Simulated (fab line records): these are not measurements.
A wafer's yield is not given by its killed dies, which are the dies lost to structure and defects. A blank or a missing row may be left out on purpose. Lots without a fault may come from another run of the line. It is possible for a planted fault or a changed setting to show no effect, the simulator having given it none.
Matching of chambers + flow n5Finfet + aldMetal-03 running N5_HKMG_FIN_ALD_91: 4 sister chambers
The step deposits TiN, target thk 1 nm, pulse time 1 s, purge time 3 s. 16 wafers are shown with their chamber, then 7 later ones without.

== WAFERS, EACH WITH ITS CHAMBER ==
| wafer  | chamber | heaterPowerW (W) | precursorPulseHeightRel |
|--------|---------|------------------|-------------------------|
| L140.1 | 1       | 889              | 0.957                   |
| L140.6 | 2       | 876              | 0.982                   |
| L145.3 | 1       | 883              | 0.980                   |
| L145.4 | 3       | 857              | 0.999                   |
| L145.5 | 3       | 849              | 0.976                   |
| L146.1 | 2       | 913              | 0.981                   |
| L146.5 | 3       | 854              | 1.008                   |
| L146.6 | 2       | 896              | 0.965                   |
| L155.1 | 3       | 846              | 1.003                   |
| L155.2 | 0       | 838              | 0.982                   |
| L155.3 | 1       | 863              | 0.998                   |
| L157.1 | 1       | 869              | 1.009                   |
| L157.4 | 2       | 923              | 0.982                   |
| L157.6 | 0       | 815              | 1.019                   |
| L158.3 | 1       | 891              | 1.010                   |
| L158.4 | 3       | 860              | 1.009                   |

SIGNATURES (averages over the wafers above)
| reading                 | chamber 0 | chamber 1 | chamber 2 | chamber 3 | scatter within a chamber |
|-------------------------|-----------|-----------|-----------|-----------|--------------------------|
| heaterPowerW            | 826.50    | 879.00    | 902.00    | 853.20    | 13.8                     |
| precursorPulseHeightRel | 1.00050   | 0.99080   | 0.97750   | 0.99900   | 0.0174                   |
Rule: for each reading, subtract the chamber's mean from the wafer's reading, divide by that reading's scatter and square the result; add these up over the readings and take the root, which gives the wafer's distance from the chamber. The wafer belongs to the nearest chamber; if the next one is less than 2 further off, it can't be placed. The scatter is the square root of a quotient: the sum, over the shown wafers, of each reading's squared deviation from its chamber's mean, divided by wafers minus chambers.

== WAFERS MISSING THEIR CHAMBER ==
| wafer  | heaterPowerW (W) | precursorPulseHeightRel |
|--------|------------------|-------------------------|
| L158.5 | 860              | 0.997                   |
| L160.1 | 901              | 1.020                   |
| L160.2 | 842              | 1.012                   |
| L160.5 | 827              | 1.015                   |
| L162.1 | 852              | 0.997                   |
| L162.3 | 840              | 0.988                   |
| L162.5 | 907              | 0.965                   |

== CHAMBER TAKEN BY EACH ==
| wafer  | from the rows above          | in truth |
|--------|------------------------------|----------|
| L158.5 | can't be placed: 3 or 1 or 0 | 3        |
| L160.1 | can't be placed: 1 or 2 or 3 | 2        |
| L160.2 | can't be placed: 3 or 0 or 1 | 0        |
| L160.5 | can't be placed: 0 or 3      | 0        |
| L162.1 | can't be placed: 3 or 0 or 1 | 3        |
| L162.3 | can't be placed: 3 or 0 or 1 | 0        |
| L162.5 | can't be placed: 2 or 1      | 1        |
Correctly placed: 0 of 7. Unplaceable from these rows: 7, with the true chamber sitting among the candidates in 7. Placed wrongly: 0.
